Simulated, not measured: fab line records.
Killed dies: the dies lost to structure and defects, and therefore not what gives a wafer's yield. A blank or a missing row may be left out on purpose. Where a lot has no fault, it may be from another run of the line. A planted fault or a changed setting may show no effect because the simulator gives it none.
Which of the tools did it? ; flow n5 finfet ; 24 lots with 72 wafers sampled at 6 steps, on a route of 1938 steps

WHAT EACH GAUGE READ, for each wafer
N5_BEOL_M6_INSPECT_13: inspects for defects (brightfield).
lot;measured;on;raw defect count
L074;day 8 06:34;defect inspect-01;393 516 448
L075;day 8 13:08;defect inspect-01;480 398 470
L077;day 8 22:17;defect inspect-02;326 495 458
L076;day 9 01:02;defect inspect-01;375 291 466
L078;day 9 03:23;defect inspect-02;334 299 388
L080;day 9 10:05;defect inspect-01;537 479 382
L079;day 9 17:43;defect inspect-02;293 314 320
L081;day 10 06:34;defect inspect-02;336 345 453
L082;day 10 10:08;defect inspect-02;337 390 505
L083;day 10 16:35;defect inspect-02;350 327 293
L085;day 11 02:40;defect inspect-02;409 331 362
L084;day 11 02:54;defect inspect-02;278 266 297
L086;day 11 10:14;defect inspect-01;530 414 444
L087;day 11 17:40;defect inspect-01;308 328 312
L089;day 11 21:45;defect inspect-01;341 386 442
L088;day 12 06:14;defect inspect-01;271 260 451
L090;day 12 12:05;defect inspect-02;261 197 276
L091;day 12 13:28;defect inspect-01;399 390 476
L092;day 13 05:07;defect inspect-02;355 314 261
L093;day 13 09:00;defect inspect-01;280 363 436
L094;day 13 12:27;defect inspect-02;494 493 414
L095;day 14 04:06;defect inspect-01;446 337 366
L096;day 14 04:44;defect inspect-01;359 249 352
L097;day 14 10:07;defect inspect-01;395 332 411

N5_BEOL_M6_OVL_MEAS_29.
lot;measured;on;V5_OVL (nm)
L074;day 8 08:47;overlay-02;0.2 -0.4 0.6
L075;day 8 14:06;overlay-02;0.0 0.4 0.2
L077;day 9 00:11;overlay-02;0.6 0.3 0.8
L076;day 9 04:43;overlay-02;0.6 -0.8 -0.1
L078;day 9 04:46;overlay-01;-0.3 0.1 0.4
L080;day 9 12:28;overlay-02;0.6 -0.6 0.2
L079;day 9 18:37;overlay-02;-0.7 0.4 -0.3
L081;day 10 12:58;overlay-01;0.6 0.4 -0.1
L082;day 10 13:01;overlay-02;0.4 0.6 1.1
L083;day 10 17:59;overlay-02;0.6 -0.7 -0.2
L085;day 11 06:35;overlay-01;-0.3 -1.0 -0.9
L084;day 11 06:33;overlay-01;-0.5 0.3 -0.4
L086;day 11 13:57;overlay-02;0.6 0.2 0.8
L087;day 11 20:04;overlay-01;-1.1 0.3 -0.2
L089;day 11 22:56;overlay-01;-0.1 0.4 0.9
L088;day 12 08:04;overlay-02;-0.4 0.3 -0.3
L090;day 12 14:23;overlay-01;-0.8 -0.1 -1.2
L091;day 12 14:32;overlay-02;0.5 -0.1 0.3
L092;day 13 08:02;overlay-02;0.6 -1.1 -0.5
L093;day 13 10:20;overlay-02;0.0 -1.0 -1.2
L094;day 13 13:45;overlay-01;-0.7 -0.4 -1.0
L095;day 14 08:44;overlay-01;1.0 0.9 1.2
L096;day 14 08:55;overlay-01;-0.2 -1.1 0.2
L097;day 14 11:25;overlay-02;1.0 0.1 -0.5

TOOL THAT RAN EACH LOT (tool first, then ch and the chambers of the sampled wafers, then the start)
lot;N5_BEOL_M5_SPUTTER_83;N5_BEOL_M5_ANNEAL_89;N5_BEOL_M5_CMP_52;N5_BEOL_M6_HM_DEP_02
L074;pvd sputter-03, day 8 00:32;pvd sputter-03, day 8 01:42;cmp-02 ch 0,3, day 8 03:13;pvd sputter-03, day 8 06:00
L075;pvd sputter-03, day 8 08:37;pvd sputter-03, day 8 09:47;cmp-04 ch 0,1, day 8 11:28;pvd sputter-01, day 8 12:43
L077;pvd sputter-03, day 8 17:34;pvd sputter-03, day 8 18:44;cmp-04 ch 0,1,2, day 8 20:17;pvd sputter-01, day 8 21:52
L076;pvd sputter-01, day 8 19:19;pvd sputter-01, day 8 20:28;cmp-03 ch 1,2, day 8 22:00;pvd sputter-03, day 9 00:29
L078;pvd sputter-02, day 8 21:40;pvd sputter-02, day 8 22:49;cmp-04 ch 0,2, day 9 00:22;pvd sputter-01, day 9 02:50
L080;pvd sputter-02, day 9 04:25;pvd sputter-02, day 9 05:35;cmp-03 ch 0,1,3, day 9 07:06;pvd sputter-03, day 9 09:32
L079;pvd sputter-01, day 9 12:51;pvd sputter-01, day 9 14:01;cmp-03 ch 0,2, day 9 15:35;pvd sputter-03, day 9 17:17
L081;pvd sputter-03, day 10 01:13;pvd sputter-03, day 10 02:22;cmp-04 ch 0,2,3, day 10 03:55;pvd sputter-01, day 10 06:09
L082;pvd sputter-02, day 10 03:55;pvd sputter-02, day 10 05:04;cmp-02 ch 0,2, day 10 06:41;pvd sputter-03, day 10 09:43
L083;pvd sputter-02, day 10 11:34;pvd sputter-02, day 10 12:44;cmp-03 ch 1,2, day 10 14:16;pvd sputter-01, day 10 16:01
L085;pvd sputter-01, day 10 20:58;pvd sputter-01, day 10 22:08;cmp-04 ch 1,3, day 10 23:55;pvd sputter-01, day 11 02:15
L084;pvd sputter-02, day 10 21:10;pvd sputter-02, day 10 22:20;cmp-03 ch 0,2,3, day 10 23:59;pvd sputter-01, day 11 02:21
L086;pvd sputter-01, day 11 04:59;pvd sputter-01, day 11 06:09;cmp-02 ch 1,2,3, day 11 08:02;pvd sputter-01, day 11 09:49
L087;pvd sputter-03, day 11 12:24;pvd sputter-03, day 11 13:34;cmp-04 ch 1,3, day 11 15:08;pvd sputter-02, day 11 17:14
L089;pvd sputter-01, day 11 14:34;pvd sputter-01, day 11 15:44;cmp-04 ch 2,3, day 11 18:49;pvd sputter-02, day 11 21:11
L088;pvd sputter-02, day 12 00:49;pvd sputter-02, day 12 01:59;cmp-04 ch 1,2, day 12 03:43;pvd sputter-02, day 12 05:49
L090;pvd sputter-01, day 12 05:26;pvd sputter-01, day 12 06:36;cmp-03 ch 2,3, day 12 08:06;pvd sputter-02, day 12 11:32
L091;pvd sputter-02, day 12 08:44;pvd sputter-02, day 12 09:54;cmp-04 ch 0,2,3, day 12 11:29;pvd sputter-01, day 12 12:55
L092;pvd sputter-01, day 12 23:42;pvd sputter-01, day 13 00:52;cmp-04 ch 0,1, day 13 02:22;pvd sputter-03, day 13 04:38
L093;pvd sputter-02, day 13 03:37;pvd sputter-02, day 13 04:47;cmp-03 ch 0,1,3, day 13 06:25;pvd sputter-03, day 13 08:27
L094;pvd sputter-02, day 13 08:02;pvd sputter-02, day 13 09:13;cmp-02 ch 0,1,2, day 13 10:43;pvd sputter-01, day 13 12:01
L095;pvd sputter-01, day 13 23:10;pvd sputter-01, day 14 00:20;cmp-02 ch 0,3, day 14 01:50;pvd sputter-02, day 14 03:40
L096;pvd sputter-02, day 13 23:37;pvd sputter-02, day 14 00:47;cmp-02 ch 0,3, day 14 02:17;pvd sputter-01, day 14 04:11
L097;pvd sputter-03, day 14 02:25;pvd sputter-03, day 14 03:35;cmp-04 ch 1,2, day 14 05:24;pvd sputter-01, day 14 09:34
- N5_BEOL_M5_SPUTTER_83: material Cu, target thk 15 nm, time 27.62 s.
- N5_BEOL_M5_ANNEAL_89: time 1800 s.
- N5_BEOL_M5_CMP_52: polishes, stops on SiCOH lowk, t overpolish 6.9 s, target thk 62 nm.
- N5_BEOL_M6_HM_DEP_02: deposits TiN, target thk 20 nm.

AS READ BY THE TOOLS THEMSELVES (means over the sampled wafers that have a number; for cases with no such wafer, the mark the record gives instead)
N5_BEOL_M5_SPUTTER_83.
lot;tool;throttle valve pct (%)
L074;pvd sputter-03;29.2
L075;pvd sputter-03;29.0
L077;pvd sputter-03;29.3
L076;pvd sputter-01;30.4
L078;pvd sputter-02;31.2
L080;pvd sputter-02;30.4
L079;pvd sputter-01;29.8
L081;pvd sputter-03;29.6
L082;pvd sputter-02;31.2
L083;pvd sputter-02;30.9
L085;pvd sputter-01;30.4
L084;pvd sputter-02;30.9
L086;pvd sputter-01;30.5
L087;pvd sputter-03;29.5
L089;pvd sputter-01;30.4
L088;pvd sputter-02;30.3
L090;pvd sputter-01;29.9
L091;pvd sputter-02;30.7
L092;pvd sputter-01;29.9
L093;pvd sputter-02;30.3
L094;pvd sputter-02;31.0
L095;pvd sputter-01;29.8
L096;pvd sputter-02;30.3
L097;pvd sputter-03;29.5

N5_BEOL_M5_ANNEAL_89.
lot;tool;heater power w (W)
L074;pvd sputter-03;818
L075;pvd sputter-03;807
L077;pvd sputter-03;814
L076;pvd sputter-01;876
L078;pvd sputter-02;808
L080;pvd sputter-02;783
L079;pvd sputter-01;808
L081;pvd sputter-03;782
L082;pvd sputter-02;781
L083;pvd sputter-02;841
L085;pvd sputter-01;771
L084;pvd sputter-02;757
L086;pvd sputter-01;762
L087;pvd sputter-03;795
L089;pvd sputter-01;796
L088;pvd sputter-02;784
L090;pvd sputter-01;849
L091;pvd sputter-02;817
L092;pvd sputter-01;821
L093;pvd sputter-02;778
L094;pvd sputter-02;787
L095;pvd sputter-01;913
L096;pvd sputter-02;805
L097;pvd sputter-03;812

N5_BEOL_M5_CMP_52.
lot;tool;barrier field endpoint s (s);motor current A (A);overpolish run s (s);time to endpoint s (s)
L074;cmp-02;23.9;6.3;6.897;58
L075;cmp-04;25.8;6.1;6.908;67
L077;cmp-04;24.4;6.1;6.903;63
L076;cmp-03;24.7;6.4;6.900;62
L078;cmp-04;23.8;6.3;6.911;58
L080;cmp-03;24.6;6.4;6.896;62
L079;cmp-03;24.1;5.6;6.906;60
L081;cmp-04;24.0;6.1;6.899;62
L082;cmp-02;23.9;6.2;6.900;63
L083;cmp-03;23.3;6.5;6.899;56
L085;cmp-04;26.1;6.2;6.896;69
L084;cmp-03;24.3;5.9;6.904;60
L086;cmp-02;25.5;6.4;6.906;65
L087;cmp-04;26.0;6.1;6.897;71
L089;cmp-04;25.0;6.2;6.909;60
L088;cmp-04;24.8;6.3;6.904;65
L090;cmp-03;24.4;5.5;6.905;60
L091;cmp-04;24.6;6.2;6.893;61
L092;cmp-04;25.3;6.2;6.896;65
L093;cmp-03;24.8;6.3;6.904;67
L094;cmp-02;25.0;6.6;6.896;65
L095;cmp-02;23.9;6.2;6.900;60
L096;cmp-02;23.7;6.0;6.903;57
L097;cmp-04;25.1;6.2;6.901;66

N5_BEOL_M6_HM_DEP_02.
lot;tool;throttle valve pct (%)
L074;pvd sputter-03;29.5
L075;pvd sputter-01;29.9
L077;pvd sputter-01;30.4
L076;pvd sputter-03;29.9
L078;pvd sputter-01;30.0
L080;pvd sputter-03;28.7
L079;pvd sputter-03;29.5
L081;pvd sputter-01;30.0
L082;pvd sputter-03;29.4
L083;pvd sputter-01;30.9
L085;pvd sputter-01;30.7
L084;pvd sputter-01;29.7
L086;pvd sputter-01;29.8
L087;pvd sputter-02;30.9
L089;pvd sputter-02;30.9
L088;pvd sputter-02;30.7
L090;pvd sputter-02;30.9
L091;pvd sputter-01;31.2
L092;pvd sputter-03;29.6
L093;pvd sputter-03;29.2
L094;pvd sputter-01;31.2
L095;pvd sputter-02;30.3
L096;pvd sputter-01;29.8
L097;pvd sputter-01;29.2

THE ANSWER, worked out from the rows above alone
Rule: what is usual is taken from the lots themselves. Put in order of their means at a reading, lots are off if they are a third of the lots or fewer, leave a main group of 4 or more, and stand apart from it by a gap of 3 or more times the standard deviation of the main group's means; of several such gaps the widest counts. If all means in a main group match to the digits the tables above print for the reading, that group is not used. A lot without any number at a reading at which 4 lots or more have one is off too. Where the step has rows for the other lots, those lots are counted as sound. The gauges are gone through in route order, then the tools' own readings, and for those a lot's mean is taken as printed above. The first step at which some lot is off is used, and at that step the reading that is off furthest; a lot without a number counts as furthest.
None of the lots is off at any reading shown; this tells nothing.

WHAT THE SIMULATOR PUT IN
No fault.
